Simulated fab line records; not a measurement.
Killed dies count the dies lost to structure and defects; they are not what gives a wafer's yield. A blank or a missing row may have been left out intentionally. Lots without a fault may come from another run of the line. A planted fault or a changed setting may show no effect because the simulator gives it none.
Chamber matching + flow n5Finfet + N5_GATE_CUT_PECVD_57 on pecvd-04 has 3 sister chambers
The step deposits SiNx from SiH4/NH3/N2, target thk 21 nm. 6 wafers are shown with their chamber, then 8 later ones without.

== WAFERS WITH THEIR CHAMBER ==
| wafer  | chamber | throttleValvePct (%) | showerheadPlenumPTorr (Torr) |
|--------|---------|----------------------|------------------------------|
| L080.6 | 0       | 42.1                 | 5.14                         |
| L083.5 | 2       | 37.3                 | 5.28                         |
| L087.1 | 1       | 40.2                 | 5.01                         |
| L087.5 | 2       | 37.4                 | 5.27                         |
| L087.6 | 0       | 42.0                 | 5.12                         |
| L090.1 | 1       | 40.4                 | 5.03                         |

== WAFERS WHOSE CHAMBER IS MISSING ==
| wafer  | throttleValvePct (%) | showerheadPlenumPTorr (Torr) |
|--------|----------------------|------------------------------|
| L090.4 | 37.2                 | 5.27                         |
| L090.6 | 37.3                 | 5.27                         |
| L094.2 | 41.9                 | 5.11                         |
| L094.4 | 42.1                 | 5.12                         |
| L094.5 | 37.4                 | 5.28                         |
| L096.1 | 40.5                 | 5.03                         |
| L096.2 | 42.3                 | 5.14                         |
| L096.4 | 40.5                 | 5.01                         |

== CHAMBER TAKEN BY EACH ==
| wafer  | from the rows above | in truth |
|--------|---------------------|----------|
| L090.4 | 2                   | 2        |
| L090.6 | 2                   | 2        |
| L094.2 | 0                   | 0        |
| L094.4 | 0                   | 0        |
| L094.5 | 2                   | 2        |
| L096.1 | 1                   | 1        |
| L096.2 | 0                   | 0        |
| L096.4 | 1                   | 1        |
8 of 8 placed correctly. Can't be placed from these rows: 0. Wrongly placed: 0.
How it was worked out, from the rows above alone: a wafer's distance from a chamber is the root of the sum, over the readings, of the square of ((its reading less the chamber's mean) divided by the reading's scatter). The wafer belongs to the nearest chamber; if the next one is less than 2 further off, it can't be placed. For every chamber, the mean is computed from those of its wafers that are shown. The scatter is the square root of a quotient: the sum, over the shown wafers, of each reading's squared deviation from its chamber's mean, divided by wafers minus chambers.
